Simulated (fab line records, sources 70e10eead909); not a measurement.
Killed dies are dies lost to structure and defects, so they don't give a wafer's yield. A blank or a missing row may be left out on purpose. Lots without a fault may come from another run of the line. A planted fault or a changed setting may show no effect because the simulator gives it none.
Chamber matching | flow nand_harc | NHARC_A_CHANNEL_HOLE_D1_ETCH_38 on rie_diel-12: 4 sister chambers
The step etches the open film in CF4, target depth 39 nm, time 65 s. 24 wafers are shown with their chamber, then 12 later ones without.

WAFERS WITH THEIR CHAMBER
wafer  | chamber | drypump_motor_current_A (A) | rf_vpp_V (V) | oes_product_au (a.u.)
L492.1 | 0       | 6.4                         | 153.3        | 0.997
L492.2 | 3       | 6.0                         | 151.5        | 0.998
L492.6 | 0       | 6.5                         | 152.6        | 0.998
L494.2 | 3       | 6.0                         | 149.3        | 0.991
L494.3 | 1       | 5.2                         | 149.2        | 0.992
L494.4 | 0       | 6.5                         | 151.7        | 0.987
L495.1 | 1       | 5.1                         | 152.1        | 0.994
L495.5 | 2       | 5.7                         | 149.2        | 1.000
L495.6 | 1       | 5.1                         | 150.7        | 1.001
L497.2 | 1       | 5.2                         | 150.4        | 0.988
L497.5 | 3       | 6.1                         | 151.4        | 1.002
L497.6 | 2       | 5.7                         | 150.2        | 0.998
L498.1 | 2       | 5.7                         | 150.9        | 0.996
L498.4 | 3       | 6.1                         | 152.6        | 0.990
L498.6 | 3       | 6.0                         | 150.0        | 0.986
L500.1 | 0       | 6.5                         | 151.4        | 0.993
L500.2 | 1       | 5.1                         | 149.7        | 1.001
L500.4 | 3       | 6.1                         | 151.2        | 0.988
L501.1 | 0       | 6.5                         | 151.8        | 0.986
L501.5 | 1       | 5.2                         | 152.1        | 1.010
L501.6 | 2       | 5.7                         | 149.8        | 1.004
L502.2 | 2       | 5.7                         | 149.1        | 1.005
L502.3 | 0       | 6.5                         | 153.0        | 0.992
L502.5 | 1       | 5.1                         | 151.0        | 0.989

SIGNATURES (means of the wafers above)
reading                 | chamber 0 | chamber 1 | chamber 2 | chamber 3 | scatter within a chamber
drypump_motor_current_A | 6.483     | 5.143     | 5.700     | 6.050     | 0.045
rf_vpp_V                | 152.300   | 150.743   | 149.840   | 151.000   | 0.986
oes_product_au          | 0.99217   | 0.99643   | 1.00060   | 0.99250   | 0.00613
Rule: a wafer's distance from a chamber is the root of the sum, over the readings, of the square of ((its reading less the chamber's mean) divided by the reading's scatter). The wafer belongs to the nearest chamber; if the next one is less than 2 further off, it can't be placed. The scatter: the root of (the sum of the squares of (reading less its chamber's mean) over the shown wafers, divided by (wafers less chambers)).

WAFERS WITHOUT THEIR CHAMBER
wafer  | drypump_motor_current_A (A) | rf_vpp_V (V) | oes_product_au (a.u.)
L504.1 | 5.7                         | 150.9        | 0.990
L504.2 | 5.1                         | 150.7        | 0.985
L504.3 | 6.5                         | 153.3        | 0.991
L505.4 | 5.7                         | 151.9        | 0.987
L505.5 | 5.7                         | 151.3        | 0.995
L505.6 | 6.1                         | 151.1        | 0.991
L510.1 | 6.0                         | 151.2        | 0.999
L510.2 | 6.5                         | 152.6        | 1.003
L510.4 | 5.7                         | 151.3        | 1.009
L515.1 | 5.7                         | 150.2        | 1.003
L515.2 | 6.5                         | 151.8        | 1.009
L515.4 | 5.1                         | 151.6        | 0.990

WHICH CHAMBER EACH WENT THROUGH
wafer  | from the rows above | in truth
L504.1 | 2                   | 2
L504.2 | 1                   | 1
L504.3 | 0                   | 0
L505.4 | 2                   | 2
L505.5 | 2                   | 2
L505.6 | 3                   | 3
L510.1 | 3                   | 3
L510.2 | 0                   | 0
L510.4 | 2                   | 2
L515.1 | 2                   | 2
L515.2 | 0                   | 0
L515.4 | 1                   | 1
Placed correctly: 12 of 12. Can't be placed from these rows: 0. Placed wrongly: 0.
